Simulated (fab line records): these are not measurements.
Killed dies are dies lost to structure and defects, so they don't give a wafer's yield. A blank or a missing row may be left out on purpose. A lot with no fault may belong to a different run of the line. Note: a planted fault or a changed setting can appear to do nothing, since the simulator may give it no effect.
fab line records | flow n5Finfet
[record] lots = 6 | wafers = 18 | lastDay = 18
route steps=1938 shown BEOL_M3@958 BEOL_M4@1111 PASSIVATION@1936
lots that met no fault: from a run of the same line without faults
startH: hours from the record's opening day to when the first of the lot's shown wafers began | waitH: how many hours have passed since the lot's step before this one | " as in the row above | L1.1+2: one row covering several wafers at once | - no value, or no start given | * or withheld: withheld | < > ~ a bound
route shown NAME@n: names a module that has steps shown in the file, with the first one's number in the route | usual: mean/standard deviation of fault-free wafers | same: alike in all rows | chamber/n: place in a boat | sites: the reading at each site | _std_site: standard deviation of those values | _edge_site: the outer-site mean with the inner-site mean subtracted | radiusMm: for every site, how far away it sits from the centre of the wafer | mask NAME#n: copy n | behind: the most recent tool/chamber to have shaped the wafer | hold: the reason the lot was held/the length of the hold in hours/how it ended | device: the n, p or np transistor that did not switch | end of line: the tests these same wafers got at the end of their route | for a step that has no rows: nothing shown but its recipe | killed: at the first sort, the dies lost to defects and structure; wafer yield is something else | map: a wafer's dies, x killed, . not, _ none there
set.NAME: the setting that was run; set.NAME@STEP: the one run at that earlier step | model.NAME: the simulator's own value behind a step, which no gauge read
lots at some steps of the route; a table a step, a row a wafer
services: the hour from which a tool's chamber was out of use, counted from the record's first day as startH (under 0 if before that day), plus the number of hours and why
[[steps]]
[step N5_BEOL_M3_COAT_68]
[recipe] resist = SiARC | tempC = 220 | timeS = 60 | spinRpm = 1500 | resistThkNm = 12
[step N5_BEOL_M3_COAT_76]
[recipe] resist = underlayer | tempC = 205 | timeS = 60 | spinRpm = 1500 | resistThkNm = 5
[step N5_BEOL_M3_COAT_22]
[recipe] resist = CAR-EUV | spinRpm = 1500 | resistThkNm = 30
[step N5_BEOL_M3_EBR_24]
[recipe] solvent = PGMEA | ebrWidthMm = 1.5
[step N5_BEOL_M3_SOFTBAKE_23]
[recipe] tempC = 110 | timeS = 60 | resist = CAR-EUV
[step N5_BEOL_M3_EXPOSE_25]
[recipe] maskId = V2 | na = 0.33 | sourceShape = quasar | sigmaInner = 0.2 | sigmaOuter = 0.8 | polarization = unpolarized | defocusNm = 5 | doseMj = 63
[step N5_BEOL_M3_PEB_26]
[recipe] pebTempC = 100 | pebTimeS = 60 | resist = CAR-EUV
[step N5_BEOL_M3_DEVELOP_27]
[recipe] developTimeS = 30 | developer = TMAH | resist = CAR-EUV | rinseLiquid = surfactantRinse | dry = airSpin | devTempC = 23
[step N5_BEOL_M3_CD_MEAS_28]
[recipe] targetCdNm = 25.7 | landingEnergyEv = 500 | detector = seInlens | targetCdYNm = 23.3 | polarity = opening
[usual] cdNm = 25.72/0.23
[same] landingEnergyEv = 500
lot.wafer | tool     | chamber | startH | waitH | cdNm
L186.2    | cdSem-02 | 0       | 203.16 | -     | 25.49
L186.4    | "        | 0       | "      | "     | 25.72
L186.5    | "        | 0       | "      | "     | 25.06
L188.3    | cdSem-02 | 0       | 209.17 | -     | 25.74
L188.4    | "        | 0       | "      | "     | 26.39
L188.6    | "        | 0       | "      | "     | 25.78
L191.2    | cdSem-02 | 0       | 236.13 | -     | 25.87
L191.3    | "        | 0       | "      | "     | 26.13
L191.4    | "        | 0       | "      | "     | 25.76
L193.2    | cdSem-01 | 0       | 236.36 | -     | 26.06
L193.4    | "        | 0       | "      | "     | 25.80
L193.6    | "        | 0       | "      | "     | 25.79
L199.1    | cdSem-02 | 0       | 266.15 | -     | 25.90
L199.4    | "        | 0       | "      | "     | 25.85
L199.5    | "        | 0       | "      | "     | 25.68
L201.3    | cdSem-01 | 0       | 281.50 | -     | 25.45
L201.4    | "        | 0       | "      | "     | 25.48
L201.6    | "        | 0       | "      | "     | 25.75
[step N5_BEOL_M3_OVL_MEAS_29]
[recipe] pointsPerWafer = 522
[usual] V2_OVL = -0.4/0.59
lot.wafer | tool       | chamber | startH | waitH | V2_OVL[nm]
L186.2    | overlay-02 | 0       | 203.20 | 0.0   | 0.2
L186.4    | "          | 0       | "      | "     | 0.0
L186.5    | "          | 0       | "      | "     | 0.0
L188.3    | overlay-01 | 0       | 209.21 | 0.0   | 0.4
L188.4    | "          | 0       | "      | "     | 0.0
L188.6    | "          | 0       | "      | "     | 0.0
L191.2    | overlay-01 | 0       | 236.17 | 0.0   | -0.1
L191.3    | "          | 0       | "      | "     | -0.6
L191.4    | "          | 0       | "      | "     | -0.7
L193.2    | overlay-02 | 0       | 236.39 | 0.0   | 0.3
L193.4    | "          | 0       | "      | "     | 0.1
L193.6    | "          | 0       | "      | "     | -0.1
L199.1    | overlay-02 | 0       | 266.18 | 0.0   | -0.3
L199.4    | "          | 0       | "      | "     | -1.0
L199.5    | "          | 0       | "      | "     | -0.5
L201.3    | overlay-02 | 0       | 281.54 | 0.0   | -0.7
L201.4    | "          | 0       | "      | "     | -0.6
L201.6    | "          | 0       | "      | "     | -1.3
[step N5_BEOL_M3_INSPECT_30]
[recipe] mode = adi | inspectInstrument = brightfield
[usual] rawDefectCount = 446/110
lot.wafer | tool             | chamber | startH | waitH | rawDefectCount
L186.2    | defectInspect-02 | -       | 203.25 | 0.0   | 292
L186.4    | "                | -       | "      | "     | 304
L186.5    | "                | -       | "      | "     | 258
L188.3    | defectInspect-02 | -       | 209.26 | 0.0   | 439
L188.4    | "                | -       | "      | "     | 407
L188.6    | "                | -       | "      | "     | 459
L191.2    | defectInspect-01 | -       | 236.22 | 0.0   | 394
L191.3    | "                | -       | "      | "     | 322
L191.4    | "                | -       | "      | "     | 499
L193.2    | defectInspect-01 | -       | 236.45 | 0.0   | 288
L193.4    | "                | -       | "      | "     | 289
L193.6    | "                | -       | "      | "     | 439
L199.1    | defectInspect-02 | -       | 266.23 | 0.1   | 541
L199.4    | "                | -       | "      | "     | 604
L199.5    | "                | -       | "      | "     | 592
L201.3    | defectInspect-02 | -       | 281.59 | 0.0   | 354
L201.4    | "                | -       | "      | "     | 397
L201.6    | "                | -       | "      | "     | 524
[step N5_BEOL_M3_DESCUM_33]
[recipe] chemistry = O2 | timeS = 7 | sourcePowerW = 50 | biasPowerW = 20 | pressureMtorr = 20 | rfFrequencyHz = 2.712e+07 | tempC = 40 | resist = CAR-EUV | o2FlowSccm = 225
[usual] drypumpMotorCurrentA = 5.8/0.48 | oesProductAu = 0.77/0.076 | rfVppV = 243.1/1.3 | showerheadPlenumPTorr = 2.09/0.069 | throttleValvePct = 20.49/0.26
lot.wafer | tool       | chamber | startH | waitH | drypumpMotorCurrentA | oesProductAu | rfHoursCounterH | rfVppV | showerheadPlenumPTorr | throttleValvePct
L186.2    | rieDiel-04 | 1       | 203.29 | 0.0   | 6.1                  | 0.80         | 126             | 241.7  | 2.01                  | 20.73
L186.4    | "          | 3       | "      | "     | 5.9                  | 0.75         | -               | 244.4  | 2.07                  | 20.49
L186.5    | "          | 0       | "      | "     | 5.9                  | 0.69         | -               | 244.1  | 2.15                  | 20.28
L188.3    | rieDiel-01 | 0       | 209.30 | 0.0   | 6.1                  | 0.94         | 6               | 243.2  | 2.06                  | 19.94
L188.4    | "          | 1       | "      | "     | 6.2                  | 0.71         | 197             | 241.1  | 1.98                  | 20.57
L188.6    | "          | 2       | "      | "     | 5.7                  | 0.76         | -               | 244.1  | 2.15                  | 20.49
L191.2    | rieDiel-04 | 1       | 236.25 | 0.0   | 6.1                  | 0.77         | 136             | 243.0  | 2.00                  | 20.75
L191.3    | "          | 0       | "      | "     | 5.9                  | 0.69         | 228             | 243.1  | 2.15                  | 20.30
L191.4    | "          | 2       | "      | "     | 5.2                  | 0.92         | 12              | 243.1  | 2.05                  | 20.20
L193.2    | rieDiel-04 | 3       | 236.48 | 0.0   | 5.9                  | 0.73         | 186             | 244.4  | 2.06                  | 20.49
L193.4    | "          | 2       | "      | "     | 5.3                  | 0.92         | 12              | 241.5  | 2.05                  | 20.22
L193.6    | "          | 0       | "      | "     | 5.9                  | 0.69         | -               | 243.4  | 2.15                  | 20.28
L199.1    | rieDiel-03 | 0       | 266.27 | 0.0   | 5.0                  | 0.71         | 181             | 242.5  | 2.09                  | 20.88
L199.4    | "          | 3       | "      | "     | 6.3                  | 0.81         | 89              | 241.6  | 2.04                  | 20.45
L199.5    | "          | 3       | "      | "     | 6.4                  | 0.82         | -               | 240.7  | 2.04                  | 20.43
L201.3    | rieDiel-01 | 3       | 281.62 | 0.0   | 6.2                  | 0.72         | 200             | 243.7  | 2.17                  | 20.31
L201.4    | "          | 0       | "      | "     | 6.2                  | 0.89         | 29              | 241.8  | 2.05                  | 20.00
L201.6    | "          | 1       | "      | "     | 6.3                  | 0.69         | -               | 240.8  | 1.97                  | 20.59
[step N5_BEOL_M3_ETCH_77]
[recipe] chemistry = N2/H2 | target = underlayer | targetDepthA = 65 | maskMaterial = CAR-EUV | timeS = 5.2 | ionEnergyEv = 200 | pressureMtorr = 30 | sourceW = 840 | biasW = 150 | n2FlowSccm = 200 | h2FlowSccm = 200 | ends = cleared
[usual] drypumpMotorCurrentA = 5.9/0.48 | etchRfOnTimeS = 5.18/0.15 | h2FlowSccm = 200.1/0.54 | oesProductAu = 0.66/0.066 | rfVppV = 523.9/2.5 | showerheadPlenumPTorr = 2.55/0.077 | throttleValvePct = 17.97/0.29
lot.wafer | tool       | chamber | startH | waitH | drypumpMotorCurrentA | etchRfOnTimeS | h2FlowSccm | oesProductAu | rfHoursCounterH | rfVppV | showerheadPlenumPTorr | throttleValvePct
L186.2    | rieDiel-04 | 1       | 203.32 | 0.0   | 6.1                  | 5.17          | 199.2      | 0.66         | 126             | 523.1  | 2.46                  | 18.42
L186.4    | "          | 3       | "      | "     | 5.9                  | 5.12          | 200.5      | 0.63         | -               | 523.2  | 2.54                  | 18.06
L186.5    | "          | 0       | "      | "     | 5.9                  | 5.22          | 200.0      | 0.59         | -               | 524.7  | 2.62                  | 17.74
L188.3    | rieDiel-01 | 0       | 209.34 | 0.0   | 6.1                  | 5.30          | 200.1      | 0.79         | 6               | 523.7  | 2.51                  | 17.34
L188.4    | "          | 1       | "      | "     | 6.3                  | 5.26          | 199.6      | 0.60         | 197             | 520.6  | 2.44                  | 18.22
L188.6    | "          | 2       | "      | "     | 5.7                  | 5.29          | 199.8      | 0.64         | -               | 528.4  | 2.64                  | 18.01
L191.2    | rieDiel-04 | 1       | 236.29 | 0.0   | 6.0                  | 5.23          | 199.5      | 0.65         | 136             | 518.7  | 2.46                  | 18.44
L191.3    | "          | 0       | "      | "     | 5.9                  | 5.27          | 200.0      | 0.58         | 228             | 526.6  | 2.62                  | 17.77
L191.4    | "          | 2       | "      | "     | 5.3                  | 5.22          | 179.3      | 0.79         | 12              | 524.9  | 2.45                  | 17.16
L193.2    | rieDiel-04 | 3       | 236.51 | 0.0   | 6.0                  | 5.21          | 200.0      | 0.62         | 186             | 525.3  | 2.53                  | 18.08
L193.4    | "          | 2       | "      | "     | 5.3                  | 5.30          | 179.1      | 0.78         | 12              | 522.3  | 2.45                  | 17.18
L193.6    | "          | 0       | "      | "     | 5.9                  | 5.27          | 199.7      | 0.59         | -               | 525.3  | 2.62                  | 17.74
L199.1    | rieDiel-03 | 0       | 266.30 | 0.0   | 5.0                  | 5.21          | 200.3      | 0.61         | 181             | 521.2  | 2.55                  | 18.31
L199.4    | "          | 3       | "      | "     | 6.4                  | 5.02          | 200.4      | 0.71         | 89              | 519.6  | 2.46                  | 17.72
L199.5    | "          | 3       | "      | "     | 6.4                  | 5.04          | 200.1      | 0.71         | -               | 523.1  | 2.46                  | 17.72
L201.3    | rieDiel-01 | 3       | 281.65 | 0.0   | 6.2                  | 4.98          | 200.1      | 0.64         | 200             | 524.8  | 2.64                  | 17.84
L201.4    | "          | 0       | "      | "     | 6.1                  | 5.29          | 200.3      | 0.73         | 29              | 523.2  | 2.50                  | 17.37
L201.6    | "          | 1       | "      | "     | 6.3                  | 5.27          | 200.8      | 0.58         | -               | 520.9  | 2.43                  | 18.24
[step N5_BEOL_M3_ETCH_69]
[recipe] chemistry = CF4 | target = SiARC | targetDepthA = 156 | maskMaterial = CAR-EUV | timeS = 26 | ionEnergyEv = 80 | pressureMtorr = 40 | sourceW = 545 | biasW = 36 | Ar_flow_sccm = 100 | cf4FlowSccm = 100 | ends = cleared
[usual] drypumpMotorCurrentA = 5.8/0.48 | etchRfOnTimeS = 25.9/0.73 | mfcArSccm = 100.0/0.32 | oesProductAu = 0.66/0.065 | rfVppV = 184.0/1.2 | showerheadPlenumPTorr = 2.14/0.065 | throttleValvePct = 15.67/0.25
lot.wafer | tool       | chamber | startH | waitH | drypumpMotorCurrentA | etchRfOnTimeS | mfcArSccm | oesProductAu | rfHoursCounterH | rfVppV | showerheadPlenumPTorr | throttleValvePct
L186.2    | rieDiel-04 | 1       | 203.34 | 0.0   | 6.1                  | 26.1          | 100.2     | 0.67         | 126             | 183.8  | 2.06                  | 15.90
L186.4    | "          | 3       | "      | "     | 6.0                  | 26.1          | 99.5      | 0.63         | -               | 184.1  | 2.12                  | 15.75
L186.5    | "          | 0       | "      | "     | 5.9                  | 26.4          | 99.8      | 0.58         | -               | 185.8  | 2.21                  | 15.52
L188.3    | rieDiel-01 | 0       | 209.35 | 0.0   | 6.2                  | 26.3          | 99.7      | 0.79         | 6               | 183.2  | 2.10                  | 15.13
L188.4    | "          | 1       | "      | "     | 6.3                  | 26.4          | 99.9      | 0.60         | 197             | 184.2  | 2.05                  | 15.85
L188.6    | "          | 2       | "      | "     | 5.7                  | 26.5          | 100.5     | 0.64         | -               | 184.9  | 2.22                  | 15.79
L191.2    | rieDiel-04 | 1       | 236.30 | 0.0   | 6.1                  | 26.0          | 100.4     | 0.66         | 136             | 183.1  | 2.06                  | 15.90
L191.3    | "          | 0       | "      | "     | 5.9                  | 26.3          | 100.1     | 0.58         | 228             | 185.6  | 2.20                  | 15.55
L191.4    | "          | 2       | "      | "     | 5.3                  | 25.3          | 100.3     | 0.79         | 12              | 184.4  | 2.11                  | 15.39
L193.2    | rieDiel-04 | 3       | 236.53 | 0.0   | 5.9                  | 26.1          | 99.8      | 0.62         | 186             | 184.3  | 2.12                  | 15.79
L193.4    | "          | 2       | "      | "     | 5.3                  | 25.7          | 100.3     | 0.79         | 12              | 182.2  | 2.11                  | 15.39
L193.6    | "          | 0       | "      | "     | 5.9                  | 26.5          | 99.8      | 0.58         | -               | 185.4  | 2.20                  | 15.57
L199.1    | rieDiel-03 | 0       | 266.32 | 0.0   | 5.0                  | 26.2          | 100.4     | 0.59         | 181             | 183.5  | 2.13                  | 15.93
L199.4    | "          | 3       | "      | "     | 6.4                  | 25.2          | 99.3      | 0.70         | 89              | 183.5  | 2.07                  | 15.49
L199.5    | "          | 3       | "      | "     | 6.4                  | 25.3          | 99.6      | 0.71         | -               | 183.9  | 2.07                  | 15.48
L201.3    | rieDiel-01 | 3       | 281.67 | 0.0   | 6.2                  | 24.4          | 99.9      | 0.64         | 200             | 185.1  | 2.22                  | 15.49
L201.4    | "          | 0       | "      | "     | 6.2                  | 26.2          | 100.1     | 0.73         | 29              | 184.2  | 2.09                  | 15.16
L201.6    | "          | 1       | "      | "     | 6.2                  | 26.2          | 99.8      | 0.59         | -               | 181.9  | 2.04                  | 15.90
[step N5_BEOL_M4_RC_MEAS_101]
[usual] DIBL_N = 36.0/1.6 | DIBL_P = 35.8/2 | IOFF_N = 0.152/0.03 | IOFF_P = 0.20/0.031 | ION_N = 670/12 | ION_P = 459/7.4 | SS_N = 71.5/0.56 | SS_P = 73.2/0.64 | VT_N = 251/3.5 | VT_P = -252/3.3
lot.wafer | tool      | chamber | startH | waitH | DIBL_N[mV/V] | DIBL_P[mV/V] | IOFF_N[nA/um] | IOFF_P[nA/um] | ION_N[uA/um] | ION_P[uA/um] | SS_N[mV/dec] | SS_P[mV/dec] | VT_N[mV] | VT_P[mV]
L186.2    | prober-01 | 0       | 238.61 | 0.2   | 36.0         | 36.9         | 0.158         | 0.23          | 674          | 471          | 71.4         | 73.7         | 249      | -247
L186.4    | "         | 0       | "      | "     | 36.6         | 37.6         | 0.160         | 0.24          | 669          | 457          | 71.3         | 73.4         | 250      | -247
L186.5    | "         | 0       | "      | "     | 36.3         | 38.0         | 0.149         | 0.25          | 656          | 461          | 71.5         | 73.1         | 254      | -248
L188.3    | prober-01 | 0       | 241.69 | 0.3   | 38.7         | 37.2         | 0.189         | 0.24          | 674          | 461          | 72.8         | 73.8         | 248      | -248
L188.4    | "         | 0       | "      | "     | 37.1         | 35.6         | 0.155         | 0.22          | 664          | 460          | 71.8         | 73.9         | 253      | -248
L188.6    | "         | 0       | "      | "     | 36.7         | 34.9         | 0.148         | 0.20          | 684          | 465          | 71.5         | 73.1         | 251      | -250
L191.2    | prober-02 | 0       | 252.90 | 0.2   | 34.8         | 35.0         | 0.124         | 0.17          | 664          | 456          | 71.4         | 73.1         | 251      | -256
L191.3    | "         | 0       | "      | "     | 34.8         | 35.0         | 0.128         | 0.16          | 663          | 452          | 70.9         | 72.8         | 250      | -256
L191.4    | "         | 0       | "      | "     | 35.9         | 37.1         | 0.146         | 0.19          | 666          | 454          | 72.0         | 74.0         | 250      | -253
L193.2    | prober-02 | 0       | 281.19 | 0.2   | 39.2         | 37.8         | 0.193         | 0.21          | 684          | 460          | 72.1         | 74.2         | 245      | -252
L193.4    | "         | 0       | "      | "     | 37.3         | 35.9         | 0.163         | 0.19          | 669          | 457          | 72.5         | 73.2         | 246      | -254
L193.6    | "         | 0       | "      | "     | 35.6         | 33.4         | 0.132         | 0.15          | 662          | 447          | 71.0         | 71.9         | 252      | -255
L199.1    | prober-02 | 0       | 294.03 | 0.0   | 38.4         | 39.4         | 0.211         | 0.26          | 691          | 465          | 71.5         | 73.6         | 246      | -249
L199.4    | "         | 0       | "      | "     | 36.8         | 36.9         | 0.173         | 0.21          | 679          | 458          | 71.2         | 74.0         | 249      | -250
L199.5    | "         | 0       | "      | "     | 39.4         | 40.1         | 0.222         | 0.27          | 698          | 474          | 72.0         | 74.7         | 243      | -247
L201.3    | prober-02 | 0       | 329.27 | 0.3   | 34.8         | 33.4         | 0.128         | 0.20          | 659          | 464          | 71.4         | 73.2         | 252      | -246
L201.4    | "         | 0       | "      | "     | 36.7         | 35.4         | 0.155         | 0.24          | 676          | 468          | 71.2         | 73.9         | 249      | -246
L201.6    | "         | 0       | "      | "     | 36.1         | 34.2         | 0.141         | 0.21          | 667          | 461          | 71.7         | 73.1         | 251      | -248
[step N5_PASSIVATION_PROBE_49]
[usual] defectLimitedYield = 91.6/1.4 | killed_at_M0_to_M3 = 33/10 | killed_at_M4_up = 13/5.3 | killedAtContacts = 13/5.9 | killedAtFrontEnd = 36/12 | killedAtOther = 4/3.1 | killedDies = 99/16 | killedOpen = 65/13 | killedShort = 32/7.3 | sort_bin_5_function = 4.9/0.9 | sort_bin_6_memory = 3.1/0.66 | sortNPass = 1081/17 | sortYieldPct = 91.6/1.4
[same] grossDies = 1180 | killedAtBackSide = 0 | sort_bin_4_leakage[%] = 0 | sort_bin_8_speed[%] = 0
lot.wafer | tool      | chamber | startH | waitH | defectLimitedYield[%] | killed_at_M0_to_M3 | killed_at_M4_up | killedAtContacts | killedAtFrontEnd | killedAtOther | killedDies | killedOpen | killedShort | sort_bin_5_function[%] | sort_bin_6_memory[%] | sortNPass | sortYieldPct[%]
L191.2    | prober-02 | -       | 353.41 | 0.1   | 92.5                  | 37                 | 8               | 4                | 37               | 3             | 89         | 63         | 25          | 4.8                    | 2.3                  | 1091      | 92.5
L191.3    | prober-02 | -       | 353.46 | 0.1   | 92.9                  | 33                 | 10              | 18               | 23               | 0             | 84         | 50         | 32          | 4.4                    | 2.5                  | 1096      | 92.9
L191.4    | prober-02 | -       | 353.51 | 0.2   | 92.6                  | 28                 | 8               | 21               | 26               | 4             | 87         | 52         | 35          | 4.7                    | 2.3                  | 1093      | 92.6
// killed by level:class
L191.2 BEOL_M0_SAQP:geometricParticle:short=10 FIN_SAQP:geometricParticle:open=9 BEOL_M1:geometricParticle:open=8 STI_FIN_REVEAL:geometricParticle:open=8 DUMMY_GATE:geometricParticle:open=5 BEOL_M2:geometricParticle:open=5 BEOL_M3:geometricParticle:open=5 BEOL_M4:geometricParticle:open=5
L191.3 MOL_CONTACT_COAG:geometricParticle:open=13 BEOL_M0_SAQP:geometricParticle:open=10 BEOL_M0_SAQP:geometricParticle:short=10 FIN_SAQP:geometricParticle:short=5 MOL_CONTACT_COAG:geometricParticle:short=5 STI_FIN_REVEAL:geometricParticle:open=4 FIN_SAQP:geometricParticle:open=3 DUMMY_GATE:geometricParticle:open=3
L191.4 MOL_CONTACT_COAG:geometricParticle:open=15 BEOL_M0_SAQP:geometricParticle:open=9 BEOL_M0_SAQP:geometricParticle:short=8 MOL_CONTACT_COAG:geometricParticle:short=6 FIN_SAQP:geometricParticle:open=5 GATE_CUT:geometricParticle:short=4 FIN_SAQP:geometricParticle:short=3 STI_FIN_REVEAL:geometricParticle:open=3
[[services]]
tool       | chamber | startH | hours | kind
rieDiel-03 | -       | 179.33 | 2.8   | pm
rieDiel-04 | 2       | 200.78 | 4.9   | repair
rieDiel-04 | 0       | 210.17 | 13.3  | repair
[[key]]
[firstSign] step = N5_BEOL_M3_ETCH_77 | reading = h2FlowSccm | direction = down | sigmas = 39 | usual = 200.1 | struck = 179.2
effect none on later readings
metAt N5_BEOL_M3_ETCH_77
struckWafers L191.4,L193.4
[fault] kind = processParameterDrift | tool = rieDiel-04 | chamber = 2 | onsetH = 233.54 | steps = N5_BEOL_M3_ETCH_77 | channel = h2FlowSccm | offset = -20 | shape = step | endH = 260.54 | actsIn = theseRecipesOnly | stated = 200
